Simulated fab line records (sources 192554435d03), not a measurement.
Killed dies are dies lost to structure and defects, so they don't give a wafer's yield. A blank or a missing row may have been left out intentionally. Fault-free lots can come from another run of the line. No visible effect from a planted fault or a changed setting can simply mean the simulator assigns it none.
Matching of chambers ; flow n5 finfet ; 4 sister chambers for N5_FIN_SAQP_ETCH_65 on rie si-01
The step etches SiO2 in CF4, target depth 4 nm, time 4.4 s. 22 wafers are shown with their chamber, then 11 later ones without.

EACH WAFER AND ITS CHAMBER
wafer;chamber;throttle valve pct (%);drypump motor current A (A);oes product au (a.u.)
L076.3;1;21.93;6.0;0.987
L076.4;0;22.05;6.0;1.008
L076.6;0;22.02;6.0;1.010
L078.2;2;21.59;5.4;1.004
L078.4;1;21.95;6.0;0.984
L078.5;3;21.76;6.7;1.047
L079.3;2;21.60;5.3;1.018
L079.4;1;21.95;6.0;0.992
L079.6;1;21.94;6.0;0.989
L082.1;1;21.94;6.0;0.974
L082.4;3;21.76;6.7;1.048
L082.5;0;22.05;5.9;0.998
L083.1;1;21.93;6.0;0.995
L083.2;0;22.03;6.0;1.004
L083.5;2;21.60;5.4;1.004
L087.1;2;21.60;5.4;1.007
L087.2;3;21.76;6.7;1.056
L087.6;3;21.76;6.7;1.064
L089.3;0;22.04;6.0;1.010
L089.4;1;21.94;5.9;0.996
L089.5;1;21.96;6.0;0.988
L091.1;3;21.77;6.6;1.067

SIGNATURES, as means of the wafers listed above
reading;chamber 0;chamber 1;chamber 2;chamber 3;scatter within a chamber
throttle valve pct;22.0380;21.9425;21.5975;21.7620;0.00938
drypump motor current A;5.980;5.987;5.375;6.680;0.0423
oes product au;1.00600;0.98813;1.00825;1.05640;0.00711
Rule: a wafer lies at a distance from a chamber equal to the root of the sum of squares, over the readings, of (its reading less the chamber's mean, divided by the reading's scatter). If the next closest chamber is less than 2 further off than the closest, the wafer can't be placed; otherwise it belongs to the closest. The scatter: take each reading less its chamber's mean, square it, sum over the shown wafers, divide by the number of wafers less the number of chambers, and take the root.

WAFERS WITHOUT THEIR CHAMBER
wafer;throttle valve pct (%);drypump motor current A (A);oes product au (a.u.)
L091.3;21.95;6.0;0.991
L091.4;22.04;6.0;1.003
L092.2;21.74;6.6;1.055
L092.5;21.94;6.0;0.988
L092.6;22.04;6.0;1.007
L095.2;21.93;6.0;0.979
L095.4;22.04;6.0;0.993
L095.5;21.96;6.0;0.997
L097.4;21.74;6.7;1.056
L097.5;21.74;6.7;1.055
L097.6;21.61;5.4;1.014

EACH ONE'S CHAMBER
wafer;from the rows above;in truth
L091.3;1;1
L091.4;0;0
L092.2;3;3
L092.5;1;1
L092.6;0;0
L095.2;1;1
L095.4;0;0
L095.5;1;1
L097.4;3;3
L097.5;3;3
L097.6;2;2
11 of 11 placed correctly. Not placeable from these rows: 0. 0 placed wrongly.
